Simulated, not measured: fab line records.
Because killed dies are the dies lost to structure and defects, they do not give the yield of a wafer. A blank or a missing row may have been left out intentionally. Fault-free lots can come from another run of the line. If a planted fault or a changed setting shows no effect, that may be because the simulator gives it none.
Chamber matching || flow n5-finfet || 4 sister chambers for N5_GATE_CUT_CMP_61 on cmp-03
The step polishes, stops on SiNx, t overpolish 3 s. 14 wafers are shown with their chamber, then 7 later ones without.

WAFERS WITH THEIR CHAMBER
{"wafer": "L075.2", "chamber": 0, "motor-current-A (A)": 11.7, "head-pressure-psi (psi)": 3.990}
{"wafer": "L075.4", "chamber": 1, "motor-current-A (A)": 12.7, "head-pressure-psi (psi)": 3.985}
{"wafer": "L075.6", "chamber": 3, "motor-current-A (A)": 11.4, "head-pressure-psi (psi)": 4.000}
{"wafer": "L078.3", "chamber": 1, "motor-current-A (A)": 12.5, "head-pressure-psi (psi)": 4.000}
{"wafer": "L078.4", "chamber": 2, "motor-current-A (A)": 12.6, "head-pressure-psi (psi)": 4.006}
{"wafer": "L078.5", "chamber": 1, "motor-current-A (A)": 11.8, "head-pressure-psi (psi)": 3.991}
{"wafer": "L074.1", "chamber": 2, "motor-current-A (A)": 12.8, "head-pressure-psi (psi)": 4.007}
{"wafer": "L074.5", "chamber": 0, "motor-current-A (A)": 11.0, "head-pressure-psi (psi)": 3.999}
{"wafer": "L074.6", "chamber": 3, "motor-current-A (A)": 11.2, "head-pressure-psi (psi)": 4.002}
{"wafer": "L079.3", "chamber": 3, "motor-current-A (A)": 11.3, "head-pressure-psi (psi)": 4.004}
{"wafer": "L079.4", "chamber": 2, "motor-current-A (A)": 12.4, "head-pressure-psi (psi)": 4.002}
{"wafer": "L079.6", "chamber": 1, "motor-current-A (A)": 12.8, "head-pressure-psi (psi)": 3.994}
{"wafer": "L088.2", "chamber": 1, "motor-current-A (A)": 12.6, "head-pressure-psi (psi)": 4.005}
{"wafer": "L088.3", "chamber": 0, "motor-current-A (A)": 11.1, "head-pressure-psi (psi)": 4.014}

SIGNATURES (means of the wafers above)
{"reading": "motor-current-A", "chamber 0": 11.267, "chamber 1": 12.480, "chamber 2": 12.600, "chamber 3": 11.300, "scatter within a chamber": 0.319}
{"reading": "head-pressure-psi", "chamber 0": 4.00100, "chamber 1": 3.99500, "chamber 2": 4.00500, "chamber 3": 4.00200, "scatter within a chamber": 0.00747}
Rule: distance of a wafer from a chamber = root of the sum over the readings of ((wafer's reading minus chamber's mean) / reading's scatter) squared. If the next closest chamber is less than 2 further off than the closest, the wafer can't be placed; otherwise it belongs to the closest. The scatter: take each reading less its chamber's mean, square it, sum over the shown wafers, divide by the number of wafers less the number of chambers, and take the root.

WAFERS WHOSE CHAMBER IS MISSING
{"wafer": "L088.5", "motor-current-A (A)": 12.5, "head-pressure-psi (psi)": 4.006}
{"wafer": "L092.3", "motor-current-A (A)": 11.3, "head-pressure-psi (psi)": 4.001}
{"wafer": "L092.4", "motor-current-A (A)": 12.0, "head-pressure-psi (psi)": 4.005}
{"wafer": "L092.6", "motor-current-A (A)": 12.5, "head-pressure-psi (psi)": 4.002}
{"wafer": "L094.1", "motor-current-A (A)": 11.4, "head-pressure-psi (psi)": 3.994}
{"wafer": "L094.2", "motor-current-A (A)": 12.3, "head-pressure-psi (psi)": 3.994}
{"wafer": "L094.5", "motor-current-A (A)": 12.2, "head-pressure-psi (psi)": 4.009}

EACH ONE'S CHAMBER
{"wafer": "L088.5", "from the rows above": "can't be placed: 2 or 1", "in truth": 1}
{"wafer": "L092.3", "from the rows above": "can't be placed: 0 or 3", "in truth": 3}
{"wafer": "L092.4", "from the rows above": "can't be placed: 2 or 1 or 3 or 0", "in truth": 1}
{"wafer": "L092.6", "from the rows above": "can't be placed: 2 or 1", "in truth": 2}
{"wafer": "L094.1", "from the rows above": "can't be placed: 0 or 3", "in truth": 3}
{"wafer": "L094.2", "from the rows above": "can't be placed: 1 or 2", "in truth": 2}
{"wafer": "L094.5", "from the rows above": "can't be placed: 2 or 1 or 3 or 0", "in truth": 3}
Placed correctly: 0 of 7. Cannot be placed on the basis of these rows: 7; the candidates contain the true chamber in 7. Wrongly placed: 0.
